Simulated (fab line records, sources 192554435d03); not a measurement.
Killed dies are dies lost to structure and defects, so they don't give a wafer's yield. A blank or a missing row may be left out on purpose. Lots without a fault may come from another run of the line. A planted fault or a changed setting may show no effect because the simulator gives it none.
Split-lot experiment | flow n5_finfet | 7 lots, 39 wafers read, on a route of 1938 steps

THE SPLIT
At N5_ZERO_LAYER_DEVELOP_10 (develop time 60 s), the setting develop_time_s was moved away from the recipe's 60 s on 12 of the 39 wafers read, by -53.8% to +15.6%. The other wafers ran this setting at the recipe's value.

FROM THE SPLIT TO THE READING: what the file shows between them, 1 step
- N5_ZERO_LAYER_HARDBAKE_23: time 120 s

THE READING
cd_nm, in nm, at N5_ZERO_LAYER_CD_MEAS_11 (target cd 2000 nm). Fault-free wafers of this fab line usually give 1999.3 nm, standard deviation 2.5 nm.

wafer  | tool, chamber at the split | develop_time_s as run, s | against the recipe | cd_nm, nm | against lot-mates on the recipe
L078.1 | litho_track-01, 0          | 60                       | recipe             | 1999.7    | -
L078.2 | litho_track-01, 0          | 60                       | recipe             | 2001.7    | -
L078.3 | litho_track-01, 0          | 60                       | recipe             | 1998.4    | -
L082.1 | litho_track-05, 0          | 60                       | recipe             | 2000.9    | -
L082.2 | litho_track-05, 0          | 60                       | recipe             | 2000.8    | -
L082.3 | litho_track-05, 0          | 60                       | recipe             | 1996.3    | -
L082.4 | litho_track-05, 0          | 60                       | recipe             | 1999.8    | -
L082.5 | litho_track-05, 0          | 60                       | recipe             | 2002.7    | -
L082.6 | litho_track-05, 0          | 60                       | recipe             | 2000.0    | -
L083.1 | litho_track-05, 0          | 27.69                    | -53.8%             | 1982.2    | -18.3
L083.2 | litho_track-05, 0          | 27.69                    | -53.8%             | 1985.3    | -15.2
L083.3 | litho_track-05, 0          | 27.69                    | -53.8%             | 1983.3    | -17.2
L083.4 | litho_track-05, 0          | 60                       | recipe             | 1997.8    | -
L083.5 | litho_track-05, 0          | 60                       | recipe             | 2000.7    | -
L083.6 | litho_track-05, 0          | 60                       | recipe             | 2003.0    | -
L085.1 | litho_track-05, 0          | 60                       | recipe             | 1997.7    | -
L085.2 | litho_track-05, 0          | 60                       | recipe             | 1997.9    | -
L085.3 | litho_track-05, 0          | 60                       | recipe             | 2002.0    | -
L085.4 | litho_track-05, 0          | 60                       | recipe             | 1998.4    | -
L085.5 | litho_track-05, 0          | 60                       | recipe             | 2002.2    | -
L085.6 | litho_track-05, 0          | 60                       | recipe             | 1996.4    | -
L090.1 | litho_track-05, 0          | 36.44                    | -39.3%             | 1992.3    | -9.6
L090.2 | litho_track-05, 0          | 60                       | recipe             | 1997.8    | -
L090.3 | litho_track-05, 0          | 36.44                    | -39.3%             | 1990.8    | -11.1
L090.4 | litho_track-05, 0          | 60                       | recipe             | 2002.5    | -
L090.5 | litho_track-05, 0          | 36.44                    | -39.3%             | 1989.5    | -12.4
L090.6 | litho_track-05, 0          | 60                       | recipe             | 2005.4    | -
L091.1 | litho_track-03, 0          | 69.34                    | +15.6%             | 2002.5    | +4.3
L091.2 | litho_track-03, 0          | 69.34                    | +15.6%             | 2003.4    | +5.2
L091.3 | litho_track-03, 0          | 60                       | recipe             | 1995.9    | -
L091.4 | litho_track-03, 0          | 60                       | recipe             | 2001.7    | -
L091.5 | litho_track-03, 0          | 69.34                    | +15.6%             | 1997.7    | -0.5
L091.6 | litho_track-03, 0          | 60                       | recipe             | 1997.1    | -
L093.1 | litho_track-05, 0          | 60                       | recipe             | 2001.5    | -
L093.2 | litho_track-05, 0          | 60                       | recipe             | 2001.3    | -
L093.3 | litho_track-05, 0          | 60                       | recipe             | 1997.9    | -
L093.4 | litho_track-05, 0          | 34.04                    | -43.3%             | 1987.1    | -13.1
L093.5 | litho_track-05, 0          | 34.04                    | -43.3%             | 1989.4    | -10.8
L093.6 | litho_track-05, 0          | 34.04                    | -43.3%             | 1987.2    | -13.0

THE FIT
A straight line over all 39 wafers: cd_nm changes by +0.265 nm for each +1% of develop_time_s; r = +0.91; the points scatter about the line by 2.5 nm.
The same after taking each lot's own level away (the mean of its wafers on the recipe; 39 wafers): +0.29 nm for each +1%; r = +0.94; scatter 2.1 nm.
On that fit, the largest move of develop_time_s shifts the reading by 16 nm.
The lots' own levels span 1998.23 to 2001.90 nm, that is 1.5 times the standard deviation above.
So the lot-to-lot level changes the slope little: the two slopes agree.
Check: with one of the wafers moved furthest among these (-53.8%) left out of the fit, the line predicts -15.4 nm for it against its lot-mates. It came out at -18.3 nm against them.

THE WHOLE CHAIN: every reading that the file lists as answering this split, in the file's order
step                     | what it does             | reading                                                           | change (the file's fit)               | r (the file's)
N5_ZERO_LAYER_CD_MEAS_11 | target cd 2000 nm        | cd_nm                                                             | +0.293 nm for each +1% of the setting | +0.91
N5_ZERO_LAYER_DESCUM_16  | chemistry O2, time 7.9 s | ZERO_LAYER.cd_nm (the simulator's own value, which no gauge read) | +0.294 nm for each +1% of the setting | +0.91

THE FILE'S OWN FIT
cd_nm changes by +0.293 nm for each +1% of develop_time_s, r = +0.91.
